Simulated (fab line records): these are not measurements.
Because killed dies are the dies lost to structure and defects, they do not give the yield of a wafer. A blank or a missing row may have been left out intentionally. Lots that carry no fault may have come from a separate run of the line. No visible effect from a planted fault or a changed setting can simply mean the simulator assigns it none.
A lot that was struck, set against a sound lot -- flow n5 finfet -- 16 steps out of a route of 1938
Sound: the wafers L469.2, L469.3, L469.6. Struck: wafer L478.1 (L478.2, L478.6, from the same lot, were not struck and are left out); the cause is given at the end.
Per side, at each step with rows, come the tool, then ch with its chambers, and then its first start. Under that, the readings that differ: sound wafers -- struck wafers -- difference of the means -- sigmas: that difference in standard deviations of wafers without a fault.
alike: readings with means less than 2 such deviations apart, plus words and numbers identical on both sides. not compared: withheld readings, readings lacking a value on some wafer, bounds such as >300 that could conceal the same value, and numbers that have no deviation in the record and whose values overlap.
A row with sigmas, a row that says differs or no value, or rows on one side alone: a step with any of these is where the two part. When numbers do not overlap yet have no deviation, they are printed without sigmas and do not part them. A reading missing from all wafers of one side parts the sides only when that side holds two or more wafers.

N5_FIN_CUT_CD_MEAS_08: target cd 29.1 nm.
  sound on cd sem-03 ch 0, day 2 09:41; struck on cd sem-02 ch 0, day 4 14:31
  alike: cd nm
N5_FIN_CUT_OVL_MEAS_09:
  sound on overlay-02 ch 0, day 2 09:44; struck on overlay-01 ch 0, day 4 14:33
  alike: FIN_CUT_OVL
N5_FIN_CUT_INSPECT_10: inspects for defects (brightfield).
  sound: defect inspect-01 at day 2 09:47; struck: defect inspect-01 at day 4 14:37
  alike: raw defect count
N5_FIN_CUT_DESCUM_13: chemistry O2, time 7 s.
  sound on rie diel-03 ch 0,1, day 2 09:49; struck on rie diel-03 ch 0, day 4 14:46
  alike: drypump motor current A, oes product au, rf vpp V, showerhead plenum p Torr, throttle valve pct
  not compared: rf hours counter h
then, 1 step without rows for these wafers: N5_FIN_CUT_ETCH_30 (etches underlayer in N2/H2, target depth 13 nm, time 10.4 s).
N5_FIN_CUT_ETCH_20: etches SiARC in CF4, target depth 26 nm, time 43.3 s.
  sound on rie diel-03 ch 0,1, day 2 09:52; struck on rie diel-03 ch 0, day 4 14:49
  alike: drypump motor current A, etch rf on time s, oes product au, rf vpp V, showerhead plenum p Torr, throttle valve pct
  not compared: rf hours counter h
N5_FIN_CUT_ETCH_21: etches SOC in N2/H2, target depth 219 nm, overetch 43.8 nm, time 523.5 s.
  sound on rie diel-03 ch 0,1, day 2 09:54; struck on rie diel-03 ch 0, day 4 14:52
  alike: drypump motor current A, oes product au, rf vpp V, showerhead plenum p Torr, throttle valve pct
  not compared: rf hours counter h
then, 2 steps without rows for these wafers: N5_FIN_CUT_STRIP_23 (strips in N2/H2); N5_FIN_CUT_STRIP_31 (strips in N2/H2).
N5_FIN_CUT_STRIP_24: strips in CF4.
  sound on rie diel-03 ch 0,1, day 2 10:14; struck on rie diel-03 ch 0, day 4 15:11
  alike: drypump motor current A, oes product au, rf vpp V, showerhead plenum p Torr, throttle valve pct
  not compared: rf hours counter h
N5_FIN_CUT_CUT_ETCH_26: etches SiNx in CH3F/O2, target depth 39 nm, time 55.7 s.
  sound on rie diel-03 ch 0,1, day 2 10:15; struck on rie diel-03 ch 0, day 4 15:12
  alike: drypump motor current A, oes product au, rf vpp V, showerhead plenum p Torr, throttle valve pct
  not compared: rf hours counter h
then, 1 step without rows for these wafers: N5_FIN_CUT_CUT_ETCH_27 (etches SiO2 in CHF3/O2, target depth 4 nm, overetch 2 nm, time 4.9 s).
N5_FIN_CUT_PRECLEAN_35: cleans in vHF, time 13.3 s.
  sound on vapor etch-01 ch 0,1, day 2 10:22; struck on vapor etch-02 ch 0, day 4 15:19
reading,sound,struck,difference,sigmas
time s (s),13.3 13.3 13.3,12.045,-1.255,
  alike: drypump motor current A
then, 1 step without rows for these wafers: N5_FIN_CUT_CUT_ETCH_15 (etches Si in HBr/Cl2/O2, target depth 100 nm, bt time 10 s, time 42.4 s).
-- here the record skips 6 days between the struck wafers' starts before and after, leaving off in module FIN_CUT and picking up in module BEOL_M4 (first step shown: number 1111 of the route) --
N5_BEOL_M4_RC_MEAS_101:
  sound on prober-01 ch 0, day 8 00:54; struck on prober-01 ch 0, day 10 11:28
  alike: DIBL_N, DIBL_P, IOFF_N, IOFF_P, ION_N, ION_P, SS_N, SS_P, VT_N, VT_P
-- a jump in the record: the struck wafers' starts before and after are 5 days apart (it breaks off in module BEOL_M4 and resumes in module PASSIVATION, where the first step shown is number 1936 of the route) --
N5_PASSIVATION_PROBE_49:
  the record has rows for the struck wafers here (prober-02, day 15 00:57) and none for the sound ones

## WHERE THEY PART
N5_PASSIVATION_PROBE_49 only, going by this record.

WHY: what had been put in by the simulator
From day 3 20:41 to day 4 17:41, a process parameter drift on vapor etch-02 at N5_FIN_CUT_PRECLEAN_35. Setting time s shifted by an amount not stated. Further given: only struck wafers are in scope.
